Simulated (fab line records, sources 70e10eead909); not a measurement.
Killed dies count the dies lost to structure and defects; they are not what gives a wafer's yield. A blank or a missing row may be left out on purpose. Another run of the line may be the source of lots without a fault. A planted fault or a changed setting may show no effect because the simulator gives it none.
Chamber matching -- flow nandHarc -- 4 sister chambers for NHARC_A_BONDPAD_DESCUM_11 on rieDiel-02
The step chemistry O2, time 3 s. 8 wafers are shown with their chamber, then 12 later ones without.

== WAFERS WITH THEIR CHAMBER ==
wafer,chamber,drypumpMotorCurrentA (A),throttleValvePct (%)
L083.5,1,6.8,11.314
L084.5,0,6.0,11.321
L086.1,3,5.6,11.301
L086.3,2,5.2,11.310
L086.4,1,6.8,11.316
L089.2,2,5.2,11.317
L089.3,0,6.0,11.319
L089.6,3,5.5,11.294

== WAFERS WITH NO CHAMBER GIVEN ==
wafer,drypumpMotorCurrentA (A),throttleValvePct (%)
L091.1,5.6,11.310
L091.3,6.0,11.309
L091.6,5.6,11.290
L095.1,5.6,11.316
L095.3,6.8,11.327
L095.5,6.0,11.304
L094.1,5.6,11.306
L094.4,5.6,11.320
L094.6,6.0,11.309
L096.3,6.0,11.309
L096.4,6.0,11.313
L096.5,6.8,11.304

== EACH ONE'S CHAMBER ==
wafer,from the rows above,in truth
L091.1,3,3
L091.3,0,0
L091.6,3,3
L095.1,3,3
L095.3,1,1
L095.5,0,0
L094.1,3,3
L094.4,3,3
L094.6,0,0
L096.3,0,0
L096.4,0,0
L096.5,1,1
Placed correctly: 12 of 12. Left unplaced by these rows: 0. Number placed wrongly: 0.
How it was worked out, from the rows above alone: a wafer's distance from a chamber is the root of the sum, over the readings, of the square of ((its reading less the chamber's mean) divided by the reading's scatter). If the next closest chamber is less than 2 further off than the closest, the wafer can't be placed; otherwise it belongs to the closest. Each chamber's mean is taken over the wafers shown for it. The scatter is the square root of a quotient: the sum, over the shown wafers, of each reading's squared deviation from its chamber's mean, divided by wafers minus chambers.
